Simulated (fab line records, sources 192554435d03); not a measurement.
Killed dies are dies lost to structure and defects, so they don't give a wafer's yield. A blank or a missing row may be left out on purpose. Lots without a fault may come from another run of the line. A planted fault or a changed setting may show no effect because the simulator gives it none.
Which tool did it? | flow n5_finfet | 24 lots, 72 wafers sampled, at 5 steps of a route of 1938

WHAT THE GAUGES READ, wafer by wafer
N5_BEOL_M7_OCD_MEAS_38. Usual: trench_depth_nm 93.1 nm, standard deviation 1.3.
lot  | measured     | on     | trench_depth_nm (nm) | flag
L074 | day 10 18:53 | ocd-02 | 92.1 93.0 92.5       |
L075 | day 11 13:01 | ocd-02 | 94.3 94.3 95.0       |
L077 | day 11 20:38 | ocd-01 | 94.5 93.9 90.4       |
L076 | day 12 04:38 | ocd-01 | 92.4 93.3 91.3       |
L078 | day 12 04:40 | ocd-02 | 94.0 94.6 94.8       |
L079 | day 12 09:03 | ocd-01 | 92.7 92.7 94.2       |
L081 | day 12 15:10 | ocd-01 | 93.5 92.4 92.9       |
L082 | day 12 18:09 | ocd-02 | 91.0 92.7 94.0       |
L080 | day 12 20:38 | ocd-01 | 92.7 92.0 92.3       |
L083 | day 13 01:34 | ocd-01 | 92.3 94.5 95.7       |
L084 | day 13 03:54 | ocd-01 | 92.2 93.2 94.7       |
L085 | day 14 00:31 | ocd-02 | 93.2 92.6 90.5       |
L086 | day 14 01:17 | ocd-01 | 91.7 91.9 93.0       |
L087 | day 14 02:07 | ocd-02 | 92.7 91.1 91.4       |
L088 | day 14 04:30 | ocd-01 | 94.8 95.7 95.9       |
L089 | day 15 04:16 | ocd-02 | 94.5 94.6 93.2       |
L090 | day 15 15:53 | ocd-02 | 93.5 93.1 92.5       |
L092 | day 15 16:49 | ocd-01 | 94.4 95.4 94.4       |
L093 | day 15 17:28 | ocd-02 | 92.2 93.1 92.9       |
L091 | day 16 00:40 | ocd-01 | 94.2 93.4 93.5       |
L096 | day 16 22:12 | ocd-02 | 91.1 93.6 94.3       |
L095 | day 17 05:13 | ocd-01 | 93.2 91.2 92.8       |
L097 | day 17 11:46 | ocd-02 | 92.3 90.7 92.9       |
L094 | day 17 12:00 | ocd-02 | 92.3 91.9 91.8       |

WHICH TOOL RAN EACH LOT (tool, then ch and the chambers of the sampled wafers, then the start)
lot  | N5_BEOL_M7_CURE_74            | N5_BEOL_M7_STRIP_19                | N5_BEOL_M7_VIA_ETCH_34             | N5_BEOL_M7_STRIP_36
L074 | uv_cure-03 ch 0, day 10 16:25 | rie_diel-02 ch 1,2,3, day 10 17:49 | rie_diel-03 ch 2,3, day 10 18:38   | rie_diel-03 ch 2,3, day 10 18:41
L075 | uv_cure-02 ch 0, day 11 06:40 | rie_diel-05 ch 1,2,3, day 11 09:58 | rie_diel-02 ch 0,2, day 11 12:46   | rie_diel-02 ch 0,2, day 11 12:49
L077 | uv_cure-01 ch 0, day 11 15:01 | rie_diel-03 ch 0,1,2, day 11 16:56 | rie_diel-05 ch 0,2,3, day 11 20:23 | rie_diel-05 ch 0,2,3, day 11 20:26
L076 | uv_cure-01 ch 0, day 11 23:43 | rie_diel-02 ch 1,2,3, day 12 02:14 | rie_diel-03 ch 0,1,3, day 12 04:23 | rie_diel-03 ch 0,1,3, day 12 04:26
L078 | uv_cure-03 ch 0, day 11 23:58 | rie_diel-03 ch 0,1, day 12 02:16   | rie_diel-02 ch 1,2, day 12 04:25   | rie_diel-02 ch 1,2, day 12 04:29
L079 | uv_cure-01 ch 0, day 12 05:47 | rie_diel-05 ch 0,1, day 12 08:07   | rie_diel-05 ch 1,2,3, day 12 08:48 | rie_diel-05 ch 1,2,3, day 12 08:51
L081 | uv_cure-01 ch 0, day 12 11:29 | rie_diel-05 ch 0,3, day 12 13:44   | rie_diel-05 ch 1,2,3, day 12 14:55 | rie_diel-05 ch 1,2,3, day 12 14:59
L082 | uv_cure-01 ch 2, day 12 14:46 | rie_diel-02 ch 0,2,3, day 12 16:56 | rie_diel-05 ch 0,1, day 12 17:54   | rie_diel-05 ch 0,1, day 12 17:57
L080 | uv_cure-02 ch 2, day 12 16:42 | rie_diel-02 ch 0,1, day 12 19:38   | rie_diel-03 ch 0,3, day 12 20:23   | rie_diel-03 ch 0,3, day 12 20:26
L083 | uv_cure-01 ch 0, day 12 21:02 | rie_diel-02 ch 1,2,3, day 12 23:38 | rie_diel-02 ch 0,1,2, day 13 01:19 | rie_diel-02 ch 0,1,2, day 13 01:22
L084 | uv_cure-02 ch 2, day 12 22:43 | rie_diel-05 ch 0,2,3, day 13 02:58 | rie_diel-05 ch 0,1,3, day 13 03:39 | rie_diel-05 ch 0,1,3, day 13 03:42
L085 | uv_cure-02 ch 2, day 13 21:11 | rie_diel-05 ch 0,1,2, day 13 23:17 | rie_diel-05 ch 0,1,3, day 14 00:16 | rie_diel-05 ch 0,1,3, day 14 00:19
L086 | uv_cure-01 ch 0, day 13 21:52 | rie_diel-05 ch 1,2,3, day 14 00:02 | rie_diel-03 ch 0,3, day 14 01:02   | rie_diel-03 ch 0,3, day 14 01:05
L087 | uv_cure-03 ch 2, day 13 22:34 | rie_diel-02 ch 0,1,3, day 14 00:55 | rie_diel-03 ch 2,3, day 14 01:52   | rie_diel-03 ch 2,3, day 14 01:55
L088 | uv_cure-03 ch 0, day 13 23:32 | rie_diel-05 ch 0,1,2, day 14 02:39 | rie_diel-02 ch 0,2, day 14 04:15   | rie_diel-02 ch 0,2, day 14 04:18
L089 | uv_cure-01 ch 0, day 14 21:34 | rie_diel-05 ch 2,3, day 15 03:05   | rie_diel-05 ch 1,3, day 15 04:01   | rie_diel-05 ch 1,3, day 15 04:04
L090 | uv_cure-01 ch 2, day 15 09:39 | rie_diel-05 ch 0,1,2, day 15 12:40 | rie_diel-05 ch 1,2,3, day 15 15:38 | rie_diel-05 ch 1,2,3, day 15 15:41
L092 | uv_cure-02 ch 1, day 15 09:58 | rie_diel-05 ch 0,1,2, day 15 14:31 | rie_diel-05 ch 1,2,3, day 15 16:34 | rie_diel-05 ch 1,2,3, day 15 16:37
L093 | uv_cure-01 ch 1, day 15 10:39 | rie_diel-05 ch 0,2, day 15 14:28   | rie_diel-02 ch 3, day 15 17:07     | rie_diel-02 ch 3, day 15 17:11
L091 | uv_cure-01 ch 0, day 15 18:25 | rie_diel-02 ch 0,2, day 15 21:50   | rie_diel-05 ch 0,1,2, day 16 00:25 | rie_diel-05 ch 0,1,2, day 16 00:28
L096 | uv_cure-01 ch 2, day 16 18:55 | rie_diel-03 ch 1,2,3, day 16 20:56 | rie_diel-02 ch 0,1,2, day 16 21:57 | rie_diel-02 ch 0,1,2, day 16 22:00
L095 | uv_cure-02 ch 0, day 17 01:17 | rie_diel-03 ch 0,1,2, day 17 03:31 | rie_diel-02 ch 1,2,3, day 17 04:58 | rie_diel-02 ch 1,2,3, day 17 05:01
L097 | uv_cure-03 ch 2, day 17 06:38 | rie_diel-03 ch 2,3, day 17 09:01   | rie_diel-02 ch 1,2,3, day 17 11:31 | rie_diel-02 ch 1,2,3, day 17 11:34
L094 | uv_cure-01 ch 1, day 17 07:09 | rie_diel-03 ch 0,1,3, day 17 09:03 | rie_diel-03 ch 0,3, day 17 11:45   | rie_diel-03 ch 0,3, day 17 11:49
- N5_BEOL_M7_CURE_74: cures SiCOH lowk, time 240 s.
- N5_BEOL_M7_STRIP_19: strips in O2.
- N5_BEOL_M7_VIA_ETCH_34: etches SiCOH lowk in C4F6/O2, target depth 125.5 nm, time 50.5 s.
- N5_BEOL_M7_STRIP_36: strips in N2/H2.

WHAT THE TOOLS THEMSELVES READ (means of the sampled wafers that have a number; where no wafer has one, the mark that the record gives instead)
N5_BEOL_M7_CURE_74. Usual: lamp_power_pct 52.31 %, standard deviation 0.048; wafer_temp_C_max 386.5, standard deviation 0.51.
lot  | tool       | lamp_power_pct (%) | wafer_temp_C_max | flag
L074 | uv_cure-03 | 52.34              | 386.3            |
L075 | uv_cure-02 | 52.31              | 387.0            |
L077 | uv_cure-01 | 52.35              | 386.2            |
L076 | uv_cure-01 | 52.30              | 385.8            |
L078 | uv_cure-03 | 52.32              | 385.7            |
L079 | uv_cure-01 | 52.34              | 386.4            |
L081 | uv_cure-01 | 52.36              | 386.2            |
L082 | uv_cure-01 | 52.33              | 386.8            |
L080 | uv_cure-02 | 52.27              | 386.6            |
L083 | uv_cure-01 | 52.34              | 386.1            |
L084 | uv_cure-02 | 52.33              | 387.0            |
L085 | uv_cure-02 | 52.31              | 386.8            |
L086 | uv_cure-01 | 52.28              | 386.1            |
L087 | uv_cure-03 | 52.32              | 386.5            |
L088 | uv_cure-03 | 52.31              | 385.8            |
L089 | uv_cure-01 | 52.32              | 386.4            |
L090 | uv_cure-01 | 52.32              | 386.6            |
L092 | uv_cure-02 | 52.32              | 387.0            |
L093 | uv_cure-01 | 52.31              | 386.6            |
L091 | uv_cure-01 | 52.33              | 386.3            |
L096 | uv_cure-01 | 52.31              | 386.6            |
L095 | uv_cure-02 | 52.31              | 387.4            |
L097 | uv_cure-03 | 52.29              | 387.0            |
L094 | uv_cure-01 | 52.30              | 386.1            |

N5_BEOL_M7_STRIP_19. Usual: drypump_motor_current_A 5.8 A, standard deviation 0.43; oes_product_au 0.80 a.u., standard deviation 0.1; rf_vpp_V 3.7 V, standard deviation 0.58; showerhead_plenum_p_Torr 2.09 Torr, standard deviation 0.064; throttle_valve_pct 16.72 %, standard deviation 0.22.
lot  | tool        | drypump_motor_current_A (A) | oes_product_au (a.u.) | rf_vpp_V (V) | showerhead_plenum_p_Torr (Torr) | throttle_valve_pct (%) | flag
L074 | rie_diel-02 | 5.9                         | 0.78                  | 3.1          | 2.02                            | 16.76                  |
L075 | rie_diel-05 | 6.0                         | 0.86                  | 3.8          | 2.09                            | 16.65                  |
L077 | rie_diel-03 | 5.8                         | 0.73                  | 4.2          | 2.09                            | 16.85                  |
L076 | rie_diel-02 | 5.9                         | 0.76                  | 3.8          | 2.02                            | 16.78                  |
L078 | rie_diel-03 | 5.8                         | 0.74                  | 3.8          | 2.11                            | 16.89                  |
L079 | rie_diel-05 | 5.5                         | 0.81                  | 3.7          | 2.11                            | 16.48                  |
L081 | rie_diel-05 | 6.0                         | 0.70                  | 3.7          | 2.08                            | 16.74                  |
L082 | rie_diel-02 | 5.6                         | 0.83                  | 3.1          | 2.06                            | 16.66                  |
L080 | rie_diel-02 | 5.3                         | 0.80                  | 4.1          | 2.05                            | 16.85                  |
L083 | rie_diel-02 | 5.8                         | 0.77                  | 3.3          | 2.01                            | 16.79                  |
L084 | rie_diel-05 | 6.1                         | 0.77                  | 4.2          | 2.07                            | 16.73                  |
L085 | rie_diel-05 | 5.8                         | 0.80                  | 3.4          | 2.08                            | 16.57                  |
L086 | rie_diel-05 | 6.0                         | 0.82                  | 3.5          | 2.08                            | 16.67                  |
L087 | rie_diel-02 | 5.4                         | 0.78                  | 3.8          | 2.05                            | 16.78                  |
L088 | rie_diel-05 | 5.8                         | 0.81                  | 3.7          | 2.08                            | 16.56                  |
L089 | rie_diel-05 | 6.3                         | 0.77                  | 3.9          | 2.06                            | 16.89                  |
L090 | rie_diel-05 | 5.8                         | 0.90                  | 3.3          | 2.08                            | 16.46                  |
L092 | rie_diel-05 | 5.8                         | 0.90                  | 3.7          | 2.08                            | 16.45                  |
L093 | rie_diel-05 | 5.9                         | 0.95                  | 4.2          | 2.06                            | 16.36                  |
L091 | rie_diel-02 | 5.6                         | 0.83                  | 3.6          | 2.07                            | 16.74                  |
L096 | rie_diel-03 | 5.7                         | 0.78                  | 3.9          | 2.16                            | 16.82                  |
L095 | rie_diel-03 | 5.8                         | 0.81                  | 3.4          | 2.16                            | 16.74                  |
L097 | rie_diel-03 | 5.6                         | 0.87                  | 3.6          | 2.21                            | 16.60                  |
L094 | rie_diel-03 | 5.7                         | 0.71                  | 3.3          | 2.13                            | 16.92                  |

N5_BEOL_M7_VIA_ETCH_34. Usual: drypump_motor_current_A 5.8 A, standard deviation 0.41; oes_product_au 0.78 a.u., standard deviation 0.091; rf_vpp_V 665 V, standard deviation 5.8; showerhead_plenum_p_Torr 2.82 Torr, standard deviation 0.085; throttle_valve_pct 20.96 %, standard deviation 0.21.
lot  | tool        | drypump_motor_current_A (A) | oes_product_au (a.u.) | rf_vpp_V (V) | showerhead_plenum_p_Torr (Torr) | throttle_valve_pct (%) | flag
L074 | rie_diel-03 | 5.6                         | 0.70                  | 669          | 2.87                            | 21.09                  |
L075 | rie_diel-02 | 5.2                         | 0.93                  | 664          | 2.86                            | 20.86                  |
L077 | rie_diel-05 | 6.1                         | 0.78                  | 667          | 2.81                            | 20.94                  |
L076 | rie_diel-03 | 5.7                         | 0.73                  | 665          | 2.92                            | 21.13                  |
L078 | rie_diel-02 | 5.9                         | 0.80                  | 663          | 2.75                            | 21.01                  |
L079 | rie_diel-05 | 6.0                         | 0.84                  | 669          | 2.84                            | 20.92                  |
L081 | rie_diel-05 | 6.0                         | 0.84                  | 669          | 2.84                            | 20.93                  |
L082 | rie_diel-05 | 5.5                         | 0.81                  | 669          | 2.86                            | 20.70                  |
L080 | rie_diel-03 | 5.7                         | 0.72                  | 670          | 2.96                            | 21.05                  |
L083 | rie_diel-02 | 5.5                         | 0.83                  | 662          | 2.79                            | 20.96                  |
L084 | rie_diel-05 | 5.9                         | 0.76                  | 669          | 2.84                            | 20.88                  |
L085 | rie_diel-05 | 5.9                         | 0.76                  | 668          | 2.84                            | 20.91                  |
L086 | rie_diel-03 | 5.6                         | 0.71                  | 668          | 2.95                            | 21.07                  |
L087 | rie_diel-03 | 5.6                         | 0.68                  | 669          | 2.86                            | 21.12                  |
L088 | rie_diel-02 | 5.2                         | 0.89                  | 664          | 2.85                            | 20.86                  |
L089 | rie_diel-05 | 5.7                         | 0.79                  | 671          | 2.86                            | 20.90                  |
L090 | rie_diel-05 | 5.9                         | 0.80                  | 669          | 2.83                            | 20.98                  |
L092 | rie_diel-05 | 6.0                         | 0.81                  | 669          | 2.83                            | 20.97                  |
L093 | rie_diel-02 | 5.9                         | 0.70                  | 651          | 2.70                            | 20.88                  |
L091 | rie_diel-05 | 5.8                         | 0.88                  | 666          | 2.82                            | 20.71                  |
L096 | rie_diel-02 | 5.5                         | 0.80                  | 662          | 2.78                            | 21.01                  |
L095 | rie_diel-02 | 5.9                         | 0.73                  | 657          | 2.72                            | 21.03                  |
L097 | rie_diel-02 | 5.8                         | 0.72                  | 658          | 2.72                            | 21.04                  |
L094 | rie_diel-03 | 5.6                         | 0.69                  | 668          | 2.94                            | 21.10                  |

N5_BEOL_M7_STRIP_36. Usual: drypump_motor_current_A 5.8 A, standard deviation 0.41; oes_product_au 0.78 a.u., standard deviation 0.091; rf_vpp_V 59.1 V, standard deviation 1.6; showerhead_plenum_p_Torr 2.51 Torr, standard deviation 0.081; throttle_valve_pct 23.76 %, standard deviation 0.21.
lot  | tool        | drypump_motor_current_A (A) | oes_product_au (a.u.) | rf_vpp_V (V) | showerhead_plenum_p_Torr (Torr) | throttle_valve_pct (%) | flag
L074 | rie_diel-03 | 5.6                         | 0.70                  | 58.4         | 2.56                            | 23.70                  |
L075 | rie_diel-02 | 5.2                         | 0.92                  | 59.3         | 2.55                            | 23.65                  |
L077 | rie_diel-05 | 6.1                         | 0.79                  | 57.9         | 2.50                            | 23.68                  |
L076 | rie_diel-03 | 5.7                         | 0.73                  | 60.2         | 2.60                            | 23.99                  |
L078 | rie_diel-02 | 5.9                         | 0.82                  | 60.3         | 2.45                            | 23.80                  |
L079 | rie_diel-05 | 6.0                         | 0.84                  | 60.6         | 2.53                            | 23.68                  |
L081 | rie_diel-05 | 6.0                         | 0.83                  | 58.8         | 2.53                            | 23.67                  |
L082 | rie_diel-05 | 5.5                         | 0.80                  | 59.0         | 2.55                            | 23.58                  |
L080 | rie_diel-03 | 5.6                         | 0.73                  | 61.6         | 2.64                            | 23.83                  |
L083 | rie_diel-02 | 5.5                         | 0.83                  | 60.6         | 2.49                            | 23.79                  |
L084 | rie_diel-05 | 5.9                         | 0.76                  | 58.8         | 2.53                            | 23.71                  |
L085 | rie_diel-05 | 5.9                         | 0.75                  | 58.0         | 2.53                            | 23.71                  |
L086 | rie_diel-03 | 5.6                         | 0.71                  | 58.4         | 2.63                            | 23.83                  |
L087 | rie_diel-03 | 5.6                         | 0.69                  | 57.9         | 2.55                            | 23.73                  |
L088 | rie_diel-02 | 5.2                         | 0.88                  | 60.1         | 2.54                            | 23.68                  |
L089 | rie_diel-05 | 5.7                         | 0.80                  | 58.7         | 2.55                            | 23.72                  |
L090 | rie_diel-05 | 6.0                         | 0.80                  | 58.9         | 2.52                            | 23.71                  |
L092 | rie_diel-05 | 6.0                         | 0.80                  | 58.9         | 2.52                            | 23.72                  |
L093 | rie_diel-02 | 5.9                         | 0.69                  | 59.2         | 2.41                            | 23.82                  |
L091 | rie_diel-05 | 5.8                         | 0.88                  | 59.1         | 2.51                            | 23.50                  |
L096 | rie_diel-02 | 5.5                         | 0.80                  | 59.8         | 2.47                            | 23.82                  |
L095 | rie_diel-02 | 5.8                         | 0.72                  | 57.9         | 2.42                            | 23.89                  |
L097 | rie_diel-02 | 5.9                         | 0.72                  | 57.4         | 2.42                            | 23.89                  |
L094 | rie_diel-03 | 5.7                         | 0.70                  | 59.9         | 2.62                            | 23.84                  |

THE ANSWER, worked out from the rows above alone
Rule: a lot is off if the mean of its wafers that have a number lies more than 3 standard deviations from the usual mean. A lot without any number at a reading at which 4 lots or more have one is off too. The other lots that the step has rows for count as sound. The gauges are gone through in route order, then the tools' own readings, and for those a lot's mean is taken as printed above. The first step at which some lot is off is used, and at that step the reading that is off furthest; a lot without a number counts as furthest.
No lot is off at any reading shown: from this, nothing can be told.

WHAT THE SIMULATOR HAD PUT IN
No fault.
